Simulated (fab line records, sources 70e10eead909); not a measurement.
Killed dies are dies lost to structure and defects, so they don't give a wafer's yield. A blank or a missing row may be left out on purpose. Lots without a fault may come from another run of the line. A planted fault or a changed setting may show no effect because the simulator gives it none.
Chamber matching | flow nand_harc | NHARC_P_M2_DEP_00 on pecvd-04: 3 sister chambers
The step deposits SiOC, target thk 182.5 nm. 3 wafers are shown with their chamber, then 8 later ones without.

WAFERS WITH THEIR CHAMBER
wafer  | chamber | rf_fwd_power_W (W)
L957.3 | 0       | 595.1
L973.6 | 1       | 596.6
L972.1 | 2       | 597.6

WAFERS WITHOUT THEIR CHAMBER
wafer  | rf_fwd_power_W (W)
L972.2 | 596.8
L972.6 | 595.3
L974.1 | 598.7
L974.2 | 600.6
L974.4 | 598.3
L975.1 | 598.3
L975.2 | 598.4
L975.4 | 593.5

WHICH CHAMBER EACH WENT THROUGH
wafer  | from the rows above          | in truth
L972.2 | can't be placed: 1 or 2 or 0 | 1
L972.6 | can't be placed: 0 or 1 or 2 | 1
L974.1 | can't be placed: 2 or 1 or 0 | 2
L974.2 | can't be placed: 2 or 1 or 0 | 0
L974.4 | can't be placed: 2 or 1 or 0 | 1
L975.1 | can't be placed: 2 or 1 or 0 | 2
L975.2 | can't be placed: 2 or 1 or 0 | 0
L975.4 | can't be placed: 0 or 1 or 2 | 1
Placed correctly: 0 of 8. Can't be placed from these rows: 8 (the true chamber is among the candidates in 8). Placed wrongly: 0.
How it was worked out, from the rows above alone: a wafer's distance from a chamber is the root of the sum, over the readings, of the square of ((its reading less the chamber's mean) divided by the reading's scatter). The wafer belongs to the nearest chamber; if the next one is less than 2 further off, it can't be placed. A chamber's mean is the mean of its shown wafers. The scatter: with one shown wafer a chamber, the root of the mean of the squares of how far each hidden wafer lies from its nearest shown one.
